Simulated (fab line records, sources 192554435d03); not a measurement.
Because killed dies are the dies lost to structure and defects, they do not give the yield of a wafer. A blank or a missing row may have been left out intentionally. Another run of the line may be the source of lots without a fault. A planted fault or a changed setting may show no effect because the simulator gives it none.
Matching of chambers -- flow n5-finfet -- N5_BEOL_M6_VIA_ETCH_34 on rie-diel-04 has 4 sister chambers
The step etches SiCOH lowk in C4F6/O2, target depth 126.3 nm, time 50.9 s. 18 wafers are shown with their chamber, then 9 later ones without.

== EACH WAFER AND ITS CHAMBER ==
wafer,chamber,throttle-valve-pct (%),drypump-motor-current-A (A),rf-vpp-V (V)
L075.2,2,21.0,5.9,673
L075.4,1,21.4,6.2,665
L075.5,1,21.4,6.2,663
L076.3,1,21.4,6.2,662
L076.4,2,21.0,5.9,673
L076.5,3,20.5,5.5,700
L079.1,2,21.0,5.9,671
L079.2,3,20.5,5.5,700
L079.3,0,20.4,6.1,674
L081.2,1,21.4,6.2,663
L081.3,0,20.4,6.1,675
L081.4,3,20.5,5.5,701
L082.3,0,20.4,6.1,676
L082.5,2,21.0,6.0,674
L082.6,3,20.5,5.5,699
L090.4,2,21.1,5.9,671
L090.5,2,21.0,6.0,672
L090.6,3,20.5,5.5,700

SIGNATURES, as means of the wafers listed above
reading,chamber 0,chamber 1,chamber 2,chamber 3,scatter within a chamber
throttle-valve-pct,20.400,21.400,21.017,20.500,0.0244
drypump-motor-current-A,6.100,6.200,5.933,5.500,0.0309
rf-vpp-V,675.00,663.25,672.33,700.00,1.07
Rule: for each reading, subtract the chamber's mean from the wafer's reading, divide by that reading's scatter and square the result; add these up over the readings and take the root, which gives the wafer's distance from the chamber. If the next closest chamber is less than 2 further off than the closest, the wafer can't be placed; otherwise it belongs to the closest. How the scatter is found: for the shown wafers, subtract from each reading the mean of its chamber, square and add these, divide the total by (wafers less chambers), then take the root.

== WAFERS WHOSE CHAMBER IS MISSING ==
wafer,throttle-valve-pct (%),drypump-motor-current-A (A),rf-vpp-V (V)
L092.3,20.4,6.1,674
L092.4,21.4,6.2,663
L092.5,20.4,6.1,674
L095.2,21.5,6.3,664
L095.3,20.6,5.5,699
L095.6,20.6,5.5,699
L093.1,20.4,6.1,675
L093.2,21.5,6.3,663
L093.6,20.5,5.5,701

== WHICH CHAMBER EACH ONE RAN IN ==
wafer,from the rows above,in truth
L092.3,0,0
L092.4,1,1
L092.5,0,0
L095.2,1,1
L095.3,3,3
L095.6,3,3
L093.1,0,0
L093.2,1,1
L093.6,3,3
Correct placement for 9 of the 9. Can't be placed from these rows: 0. Placed wrongly: 0.
